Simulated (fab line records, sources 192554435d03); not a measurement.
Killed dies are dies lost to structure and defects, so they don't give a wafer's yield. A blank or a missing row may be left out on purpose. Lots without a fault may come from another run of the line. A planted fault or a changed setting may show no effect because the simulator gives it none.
Which tool did it? | flow n5_finfet | 9 lots, 27 wafers sampled, at 5 steps of a route of 1938

WHAT THE GAUGES READ, wafer by wafer
N5_DUMMY_REMOVAL_INSPECT_06: inspects for defects (brightfield). Usual: raw_defect_count 12, standard deviation 6.
lot  | measured    | on                | raw_defect_count | flag
L213 | day 4 05:49 | defect_inspect-01 | 10 10 13         |
L214 | day 4 09:55 | defect_inspect-01 | 7 24 14          |
L216 | day 4 21:43 | defect_inspect-02 | 18 7 7           |
L220 | day 5 21:15 | defect_inspect-02 | 7 11 2           |
L222 | day 6 10:46 | defect_inspect-01 | 10 6 15          |
L228 | day 7 22:33 | defect_inspect-02 | 6 3 1            |
L230 | day 8 20:10 | defect_inspect-01 | 10 14 12         |
L233 | day 9 05:46 | defect_inspect-02 | 10 19 6          |
L234 | day 9 13:35 | defect_inspect-01 | 7 9 9            |

N5_BEOL_M4_RC_MEAS_101. Usual: DIBL_N 35.8 mV/V, standard deviation 1.6; DIBL_P 35.6 mV/V, standard deviation 2; IOFF_N 0.15 nA/um, standard deviation 0.031; IOFF_P 0.20 nA/um, standard deviation 0.033; ION_N 668 uA/um, standard deviation 12; ION_P 459 uA/um, standard deviation 6.8; SS_N 71.4 mV/dec, standard deviation 0.53; SS_P 73.1 mV/dec, standard deviation 0.63; VT_N 250 mV, standard deviation 3.5; VT_P -251 mV, standard deviation 3.
lot  | measured     | on        | DIBL_N (mV/V)  | DIBL_P (mV/V)  | IOFF_N (nA/um) | IOFF_P (nA/um) | ION_N (uA/um) | ION_P (uA/um) | SS_N (mV/dec)  | SS_P (mV/dec)  | VT_N (mV)   | VT_P (mV)      | flag
L213 | day 13 18:17 | prober-01 | 34.5 35.5 36.9 | 34.8 36.2 37.5 | 0.12 0.15 0.17 | 0.19 0.21 0.24 | 645 676 672   | 443 459 464   | 70.6 71.5 71.9 | 73.0 72.9 73.6 | 255 250 248 | -254 -250 -250 |
L214 | day 16 11:36 | prober-01 | 35.1 35.5 35.7 | 33.8 34.0 34.8 | 0.14 0.16 0.15 | 0.18 0.19 0.19 | 665 670 668   | 460 458 456   | 70.7 71.3 70.7 | 72.5 72.5 72.8 | 251 248 248 | -252 -252 -250 |
L216 | day 14 04:38 | prober-01 | 33.3 34.9 34.7 | 32.8 34.0 33.7 | 0.11 0.13 0.12 | 0.16 0.17 0.18 | 662 662 667   | 455 452 458   | 71.1 71.9 71.4 | 72.4 72.8 73.2 | 254 253 253 | -253 -253 -254 |
L220 | day 17 06:56 | prober-01 | 36.9 35.9 35.8 | 37.6 36.5 36.0 | 0.16 0.14 0.15 | 0.21 0.19 0.19 | 680 666 677   | 470 454 464   | 71.3 71.4 71.4 | 73.9 73.9 73.5 | 251 252 252 | -251 -253 -252 |
L222 | day 14 20:29 | prober-01 | 34.4 33.6 34.4 | 34.3 33.3 34.1 | 0.13 0.11 0.13 | 0.19 0.17 0.18 | 660 649 650   | 462 458 454   | 70.7 70.8 70.7 | 73.0 72.6 72.7 | 252 255 252 | -249 -253 -253 |
L228 | day 17 20:31 | prober-01 | 37.5 35.6 36.9 | 37.2 34.8 36.1 | 0.17 0.14 0.16 | 0.22 0.19 0.21 | 679 659 680   | 461 454 462   | 71.5 71.2 71.5 | 73.1 73.4 73.6 | 246 251 249 | -253 -250 -251 |
L230 | day 19 03:45 | prober-02 | 34.3 36.0 39.0 | 35.4 37.6 40.7 | 0.14 0.17 0.25 | 0.19 0.21 0.29 | 674 679 691   | 465 465 469   | 70.5 71.3 72.0 | 72.9 73.1 73.1 | 250 246 243 | -253 -249 -247 |
L233 | day 19 04:35 | prober-01 | 37.5 35.8 38.9 | 36.4 35.5 38.6 | 0.16 0.14 0.19 | 0.22 0.21 0.26 | 662 659 670   | 457 465 462   | 71.3 70.8 71.8 | 73.1 73.3 73.6 | 249 252 248 | -247 -249 -245 |
L234 | day 20 05:26 | prober-02 | 35.9 35.6 33.5 | 35.3 34.6 32.1 | 0.15 0.13 0.10 | 0.19 0.19 0.15 | 686 659 648   | 472 458 450   | 71.0 71.7 71.4 | 72.7 72.8 72.0 | 247 251 256 | -250 -251 -255 |

WHICH TOOL RAN EACH LOT (tool, then ch and the chambers of the sampled wafers, then the start)
lot  | N5_HKMG_FIN_ALD_74              | N5_HKMG_FIN_ALD_36                 | N5_HKMG_FIN_ETCH_31
L213 | ald_hk-03 ch 1,3, day 4 06:49   | ald_metal-01 ch 1,2, day 4 09:36   | rie_diel-03 ch 0,1, day 4 10:53
L214 | ald_hk-01 ch 0,2,3, day 4 10:40 | ald_metal-04 ch 0,3, day 4 13:36   | rie_diel-06 ch 1,2,3, day 4 14:45
L216 | ald_hk-02 ch 2,3, day 4 22:29   | ald_metal-04 ch 0,2, day 5 01:40   | rie_diel-02 ch 1,3, day 5 02:57
L220 | ald_hk-02 ch 0,3, day 5 22:04   | ald_metal-04 ch 2,3, day 6 00:51   | rie_diel-06 ch 1,2,3, day 6 02:12
L222 | ald_hk-01 ch 0,1,2, day 6 11:36 | ald_metal-04 ch 0,2,3, day 6 14:41 | rie_diel-02 ch 1,2, day 6 15:59
L228 | ald_hk-02 ch 2,3, day 7 23:44   | ald_metal-01 ch 1,2, day 8 02:37   | rie_diel-02 ch 0,1,3, day 8 04:40
L230 | ald_hk-02 ch 0,2,3, day 8 20:56 | ald_metal-04 ch 1,2,3, day 8 23:35 | rie_diel-03 ch 0,2,3, day 9 01:23
L233 | ald_hk-02 ch 0,1, day 9 07:24   | ald_metal-04 ch 0,2,3, day 9 10:28 | rie_diel-03 ch 1,2, day 9 11:54
L234 | ald_hk-02 ch 1,2, day 9 14:21   | ald_metal-01 ch 1,2,3, day 9 17:22 | rie_diel-03 ch 0,2,3, day 9 18:38
- N5_HKMG_FIN_ALD_74: deposits La2O3, target thk 0.5 nm, pulse time 6 s, co reactant pulse time 1 s.
- N5_HKMG_FIN_ALD_36: deposits TiN, target thk 1 nm, pulse time 1 s, purge time 3 s.
- N5_HKMG_FIN_ETCH_31: etches SiARC in CF4, target depth 45.5 nm, time 75.8 s.

WHAT THE TOOLS THEMSELVES READ (means of the sampled wafers that have a number; where no wafer has one, the mark that the record gives instead)
N5_HKMG_FIN_ALD_74. Usual: heater_power_w 330 W, standard deviation 37; precursor_pulse_height_rel 0.999, standard deviation 0.018; susceptor_temp_C 250.00 C, standard deviation 0.18.
lot  | tool      | heater_power_w (W) | precursor_pulse_height_rel | susceptor_temp_C (C) | flag
L213 | ald_hk-03 | 310                | 1.005                      | 250.19               |
L214 | ald_hk-01 | 332                | 1.010                      | 250.04               |
L216 | ald_hk-02 | 355                | 1.018                      | 250.02               |
L220 | ald_hk-02 | 322                | 0.982                      | 249.73               |
L222 | ald_hk-01 | 312                | 1.007                      | 250.16               |
L228 | ald_hk-02 | 326                | 1.008                      | 249.80               |
L230 | ald_hk-02 | 337                | 0.994                      | 249.97               |
L233 | ald_hk-02 | 336                | 1.003                      | 250.01               |
L234 | ald_hk-02 | 359                | 1.000                      | 250.01               |

N5_HKMG_FIN_ALD_36. Usual: heater_power_w 832 W, standard deviation 69; precursor_pulse_height_rel 1.000, standard deviation 0.019; susceptor_temp_C 399.98 C, standard deviation 0.21.
lot  | tool         | heater_power_w (W) | precursor_pulse_height_rel | susceptor_temp_C (C) | flag
L213 | ald_metal-01 | 860                | 1.003                      | 400.02               |
L214 | ald_metal-04 | 745                | 0.969                      | 399.94               |
L216 | ald_metal-04 | 779                | 1.002                      | 400.00               |
L220 | ald_metal-04 | 825                | 1.016                      | 399.99               |
L222 | ald_metal-04 | 783                | 1.014                      | 399.95               |
L228 | ald_metal-01 | 877                | 1.000                      | 400.11               |
L230 | ald_metal-04 | 875                | 0.985                      | 411.95               | OFF
L233 | ald_metal-04 | 862                | 0.994                      | 412.22               | OFF
L234 | ald_metal-01 | 902                | 1.004                      | 399.77               |

N5_HKMG_FIN_ETCH_31. Usual: cf4_flow_sccm 100.0 sccm, standard deviation 0.32; chamber_pressure_mTorr 40.00 mTorr, standard deviation 0.034; drypump_motor_current_A 5.8 A, standard deviation 0.41; etch_rf_on_time_s 76.5 s, standard deviation 2; oes_product_au 0.65 a.u., standard deviation 0.064; rf_fwd_power_W 539.3 W, standard deviation 2.4; rf_vpp_V 183.9 V, standard deviation 1.3; showerhead_plenum_p_Torr 2.14 Torr, standard deviation 0.077; throttle_valve_pct 15.68 %, standard deviation 0.25.
lot  | tool        | cf4_flow_sccm (sccm) | chamber_pressure_mTorr (mTorr) | drypump_motor_current_A (A) | etch_rf_on_time_s (s) | oes_product_au (a.u.) | rf_fwd_power_W (W) | rf_vpp_V (V) | showerhead_plenum_p_Torr (Torr) | throttle_valve_pct (%) | flag
L213 | rie_diel-03 | 100.0                | 40.00                          | 5.6                         | 76.0                  | 0.67                  | 537.7              | 185.4        | 2.21                            | 15.50                  |
L214 | rie_diel-06 | 99.9                 | 40.01                          | 5.7                         | 77.4                  | 0.65                  | 538.9              | 183.6        | 2.09                            | 15.84                  |
L216 | rie_diel-02 | 99.8                 | 39.99                          | 5.9                         | 78.7                  | 0.69                  | 537.4              | 185.5        | 2.24                            | 15.41                  |
L220 | rie_diel-06 | 100.2                | 40.07                          | 5.7                         | 77.7                  | 0.64                  | 541.6              | 183.6        | 2.09                            | 15.87                  |
L222 | rie_diel-02 | 99.5                 | 40.02                          | 5.9                         | 77.0                  | 0.62                  | 541.2              | 185.2        | 2.22                            | 15.72                  |
L228 | rie_diel-02 | 100.1                | 39.99                          | 5.9                         | 76.8                  | 0.76                  | 539.2              | 184.8        | 2.21                            | 15.40                  |
L230 | rie_diel-03 | 100.0                | 40.01                          | 6.0                         | 74.8                  | 0.62                  | 540.1              | 182.7        | 2.07                            | 15.72                  |
L233 | rie_diel-03 | 99.7                 | 39.98                          | 5.7                         | 75.1                  | 0.63                  | 536.9              | 183.3        | 2.10                            | 15.51                  |
L234 | rie_diel-03 | 100.0                | 40.01                          | 6.0                         | 76.1                  | 0.61                  | 539.4              | 182.8        | 2.07                            | 15.75                  |

THE ANSWER, worked out from the rows above alone
Rule: a lot is off if the mean of its wafers that have a number lies more than 3 standard deviations from the usual mean. A lot without any number at a reading at which 4 lots or more have one is off too. The other lots that the step has rows for count as sound. The gauges are gone through in route order, then the tools' own readings, and for those a lot's mean is taken as printed above. The first step at which some lot is off is used, and at that step the reading that is off furthest; a lot without a number counts as furthest.
Off: L230, L233, at N5_HKMG_FIN_ALD_36 (susceptor_temp_C).
A tool fits if, at that step or a process step before it, it ran every lot that is off, and no sound lot after the first of them. One fits: ald_metal-04 at N5_HKMG_FIN_ALD_36. Its last sound lot is L222 (day 6 14:41), its first lot that is off L230 (day 8 23:35): a fault that began between those two fits.
The tool's own readings at N5_HKMG_FIN_ALD_36 bear it out: on the lots that are off they differ by more than 5 times the standard deviation of the sound lots' means. susceptor_temp_C reads 412.09 C there against 399.97 C on the sound lots.

WHAT THE SIMULATOR HAD PUT IN
Process parameter drift: ald_metal-04, from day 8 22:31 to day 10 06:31, at N5_HKMG_FIN_ALD_36. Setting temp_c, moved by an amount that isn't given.
Lots struck among those shown: L230, L233. The rule above found the same.
